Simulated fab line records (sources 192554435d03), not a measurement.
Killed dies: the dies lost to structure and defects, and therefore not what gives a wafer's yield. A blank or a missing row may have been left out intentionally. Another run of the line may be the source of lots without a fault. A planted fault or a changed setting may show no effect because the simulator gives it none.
2 desks, one fault ; flow n5_finfet ; each desk has only its own numbers; what lay behind them comes last

AT THE TOOL OWNER'S DESK: rie_diel-02
The tool's own readings at N5_HKMG_FIN_ETCH_31 (etches SiARC in CF4, target depth 45.5 nm, time 75.8 s): means of the sampled wafers that have a number, for each lot that ran on this tool. A lot is out of limits, marked OUT, if its mean lies more than 4 standard deviations from the usual mean; the brackets give that distance.
Columns: A = drypump_motor_current_A at N5_HKMG_FIN_ETCH_31, usual 5.9 A; B = etch_rf_on_time_s at N5_HKMG_FIN_ETCH_31, usual 75.5 s; C = oes_product_au at N5_HKMG_FIN_ETCH_31, usual 0.64 a.u.; D = rf_vpp_V at N5_HKMG_FIN_ETCH_31, usual 184.0 V; E = showerhead_plenum_p_Torr at N5_HKMG_FIN_ETCH_31, usual 2.13 Torr; F = throttle_valve_pct at N5_HKMG_FIN_ETCH_31, usual 15.63 %
lot;first seen here;A;B;C;D;E;F
L663;day 4 19:39;6.0;75.5;0.73;183.3;2.05;15.56
L665;day 5 10:22;6.0;76.4;0.67;182.7;2.06;15.68
L668;day 6 05:52;5.7;77.0;0.66;184.3;2.14;15.63
L672;day 7 10:19;5.7;77.0;0.65;184.1;2.14;15.65
L674;day 7 17:08;5.7;76.3;0.65;183.6;2.14;15.66
Finding of this desk: none of the 5 lots has anything out of limits.

FROM THE METROLOGY DESK
What the gauges read for every lot (on any tool): the sampled wafers with a number, averaged. A lot is out of limits, marked OUT, if its mean lies more than 4 standard deviations from the usual mean; the brackets give that distance.
Columns: A = cd_nm at N5_PASSIVATION_CD_MEAS_44, usual 40000 nm
lot;first seen here;A
L660;day 12 17:31;39998
L662;day 13 06:09;40003
L663;day 13 11:29;40001
L665;day 14 12:16;40001
L668;day 15 02:47;39999
L670;day 15 08:30;40001
L672;day 15 16:49;39999
L674;day 16 14:10;39996
L682;day 17 20:27;40000
L681;day 18 02:06;40003
L683;day 18 19:36;39997
Finding of this desk: none of the 11 lots has anything out of limits.

TAKEN TOGETHER
Nothing out of limits was seen by the tool owner's desk.
The metrology desk saw nothing out of limits.

WHAT THE SIMULATOR HAD INSERTED
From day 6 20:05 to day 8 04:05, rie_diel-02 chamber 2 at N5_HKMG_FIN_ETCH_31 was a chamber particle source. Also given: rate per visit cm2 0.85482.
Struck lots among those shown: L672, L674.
